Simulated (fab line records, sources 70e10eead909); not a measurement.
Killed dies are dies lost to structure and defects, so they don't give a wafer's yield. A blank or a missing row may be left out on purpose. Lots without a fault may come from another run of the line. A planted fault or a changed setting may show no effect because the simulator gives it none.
Which tool did it? | flow nand_harc | 12 lots, 36 wafers sampled, at 3 steps of a route of 1302

WHAT THE GAUGES READ, wafer by wafer
NHARC_A_M1_CD_MEAS_16.
lot  | measured     | on        | cd_nm (nm)
L076 | day 22 13:47 | cd_sem-02 | 120.0 121.0 121.2
L074 | day 22 16:37 | cd_sem-03 | 120.0 120.0 120.3
L080 | day 24 01:21 | cd_sem-03 | 120.7 120.2 120.9
L081 | day 25 10:13 | cd_sem-02 | 120.6 119.8 119.8
L083 | day 26 01:57 | cd_sem-02 | 119.5 119.6 120.6
L085 | day 26 06:54 | cd_sem-01 | 120.3 120.5 121.7
L087 | day 26 21:14 | cd_sem-03 | 119.7 120.9 120.5
L089 | day 28 00:16 | cd_sem-01 | 118.8 119.6 118.7
L091 | day 28 12:38 | cd_sem-01 | 120.2 119.4 120.3
L092 | day 29 04:21 | cd_sem-03 | 120.3 119.8 120.0
L094 | day 30 10:28 | cd_sem-01 | 119.5 119.9 119.0
L096 | day 31 16:15 | cd_sem-02 | 119.8 120.0 119.9

WHICH TOOL RAN EACH LOT (tool, then ch and the chambers of the sampled wafers, then the start)
lot  | NHARC_A_M0_ETCH_34                 | NHARC_A_M1_ETCH_35
L076 | rie_diel-08 ch 0,2,3, day 22 09:39 | rie_diel-10 ch 0,2, day 22 13:34
L074 | rie_diel-12 ch 0,2,3, day 22 12:28 | rie_diel-10 ch 1,3, day 22 16:23
L080 | rie_diel-06 ch 0,2,3, day 23 21:04 | rie_diel-01 ch 0,1, day 24 01:06
L081 | rie_diel-08 ch 0,2,3, day 25 05:58 | rie_diel-10 ch 0,2,3, day 25 10:00
L083 | rie_diel-06 ch 1,2,3, day 25 21:44 | rie_diel-10 ch 2,3, day 26 01:43
L085 | rie_diel-08 ch 0,2, day 26 02:35   | rie_diel-01 ch 0,1,3, day 26 06:41
L087 | rie_diel-12 ch 0,1,3, day 26 16:55 | rie_diel-11 ch 2,3, day 26 21:01
L089 | rie_diel-12 ch 1,3, day 27 19:56   | rie_diel-11 ch 1,3, day 28 00:02
L091 | rie_diel-08 ch 0,1,3, day 28 07:57 | rie_diel-01 ch 0,1, day 28 12:25
L092 | rie_diel-06 ch 0,1, day 29 00:04   | rie_diel-01 ch 1,2,3, day 29 04:09
L094 | rie_diel-06 ch 2,3, day 30 06:17   | rie_diel-11 ch 0,2, day 30 10:16
L096 | rie_diel-06 ch 0,1,2, day 31 11:59 | rie_diel-11 ch 0,2,3, day 31 16:02
- NHARC_A_M0_ETCH_34: etches the open film in N2/H2, target depth 40 nm, overetch 12 nm, time 43.94 s.
- NHARC_A_M1_ETCH_35: etches the open film in N2/H2, target depth 40 nm, overetch 12 nm, time 43.94 s.

THE ANSWER, worked out from the rows above alone
Rule: what is usual is taken from the lots themselves. Put in order of their means at a reading, lots are off if they are a third of the lots or fewer, leave a main group of 4 or more, and stand apart from it by a gap of 3 or more times the standard deviation of the main group's means; of several such gaps the widest counts. A main group whose means are all the same, to the digits that the tables above print for the reading, isn't used. A lot without any number at a reading at which 4 lots or more have one is off too. The other lots that the step has rows for count as sound.
No lot is off at any reading shown: from this, nothing can be told.

WHAT THE SIMULATOR HAD PUT IN
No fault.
